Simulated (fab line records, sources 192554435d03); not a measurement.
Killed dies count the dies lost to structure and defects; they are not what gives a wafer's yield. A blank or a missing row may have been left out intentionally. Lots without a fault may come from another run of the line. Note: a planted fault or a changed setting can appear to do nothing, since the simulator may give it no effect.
Code-filled problem report in 8D (eight disciplines) form + flow n5-finfet + the parts of the form that need people (team, actions taken, sign-off) are left out

1. THE ISSUE
Wafers without a fault read 126.0 W, standard deviation 0.37; bias-w at N5_MIM_TOP_ETCH_ETCH_00 reads a mean of 114.6 W on 6 wafers belonging to 2 lots. Relative to the usual mean, that is a shift of -31 standard deviations.
The step: etches TiN in Cl2/BCl3, target depth 38.5 nm.
First seen on wafer L406.1, day 15 15:22, on rie-metal-02. The record has a number at this step for 18 wafers belonging to 6 lots. Rule for "out", or "out of limits": more than 4 standard deviations from the usual mean. The other wafers with a number count as sound.

2. WHAT IT IS AND WHAT IT IS NOT
| question                    | is                     | is not                                                             |
|-----------------------------|------------------------|--------------------------------------------------------------------|
| which readings at this step | bias-w                 | drypump-motor-current-A, oes-product-au, throttle-valve-pct        |
| which lots                  | L406, L409             | L397, L401, L405, L417                                             |
| which wafers of those lots  | all that have a number | -                                                                  |
| read on which tools         | rie-metal-02           | rie-metal-01, rie-metal-03                                         |
| when                        | from day 15 15:22      | up to then (9 sound wafers); but 3 sound wafers of L417 came after |

3. WHAT RULES OUT EACH SUSPECT
Counting: a tool at any process step up to the reading remains a suspect when it ran all the lots that are out and ran no sound lot after the first of those.
- rie-metal-02 at N5_MIM_TOP_ETCH_ETCH_00 (etches TiN in Cl2/BCl3, target depth 38.5 nm): kept. It ran every lot that is out, first L406 (day 15 15:22), and no sound lot after that; its last sound lot up to then is L405 (day 14 22:17). Its own bias-w readings are out on those wafers.
The count leaves rie-metal-02 at N5_MIM_TOP_ETCH_ETCH_00.

4. THE CAUSE (what the simulator had put in)
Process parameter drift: rie-metal-02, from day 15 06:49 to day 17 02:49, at N5_MIM_TOP_ETCH_ETCH_00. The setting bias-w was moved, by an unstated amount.
After counting, this tool was the only one left.

5. THE EFFECT CHAIN, in route order
One row per reading whose mean, taken over the struck wafers that have a number, lies over 3 standard deviations from the usual. Readings are gone through only where the record gives a usual standard deviation; hours: the median, over the lots, of the time from a lot's start at the first step in this table giving one to that lot's start at this step; sigmas: the change measured in usual standard deviations.
| hours | step                    | reading | usual   | on struck wafers | change | sigmas |
|-------|-------------------------|---------|---------|------------------|--------|--------|
| 0     | N5_MIM_TOP_ETCH_ETCH_00 | bias-w  | 126.0 W | 114.6            | -11.4  | -31    |
The process steps in it:
- N5_MIM_TOP_ETCH_ETCH_00: etches TiN in Cl2/BCl3, target depth 38.5 nm.

6. HOW IT WOULD HAVE BEEN CAUGHT EARLIER
In this record the first reading out of limits was taken at day 15 15:22, 9 hours after the fault began at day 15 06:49.
